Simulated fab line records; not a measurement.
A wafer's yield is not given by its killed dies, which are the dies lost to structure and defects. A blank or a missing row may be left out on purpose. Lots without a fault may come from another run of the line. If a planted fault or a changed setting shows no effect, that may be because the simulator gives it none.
Chamber matching    flow n5Finfet    N5_BEOL_M3_ILD_DEP_00 on pecvd-03 has 3 sister chambers
The step deposits SiOC from DEMS/O2, target thk 79 nm, time 15.3 s. 3 wafers are shown with their chamber, then 9 later ones without.

== WAFERS WITH THEIR CHAMBER ==
wafer   chamber  heaterPowerW (W)
L083.3  0        493
L086.3  1        458
L086.6  2        633

== WAFERS MISSING THEIR CHAMBER ==
wafer   heaterPowerW (W)
L089.1  497
L089.5  539
L089.6  650
L088.1  528
L088.4  655
L088.6  538
L090.1  667
L090.3  483
L090.4  664

== EACH ONE'S CHAMBER ==
wafer   from the rows above           in truth
L089.1  can't be placed: 0 or 1       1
L089.5  can't be placed: 0 or 1 or 2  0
L089.6  2                             2
L088.1  can't be placed: 0 or 1       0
L088.4  2                             2
L088.6  can't be placed: 0 or 1 or 2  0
L090.1  2                             2
L090.3  can't be placed: 0 or 1       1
L090.4  2                             2
Placed correctly: 4 of 9. From these rows, 5 cannot be placed; in 5 the true chamber is one of the candidates. 0 placed wrongly.
How it was worked out, from the rows above alone: a wafer's distance from a chamber is the root of the sum, over the readings, of the square of ((its reading less the chamber's mean) divided by the reading's scatter). If the next closest chamber is less than 2 further off than the closest, the wafer can't be placed; otherwise it belongs to the closest. For every chamber, the mean is computed from those of its wafers that are shown. The scatter: with one shown wafer a chamber, the root of the mean of the squares of how far each hidden wafer lies from its nearest shown one.
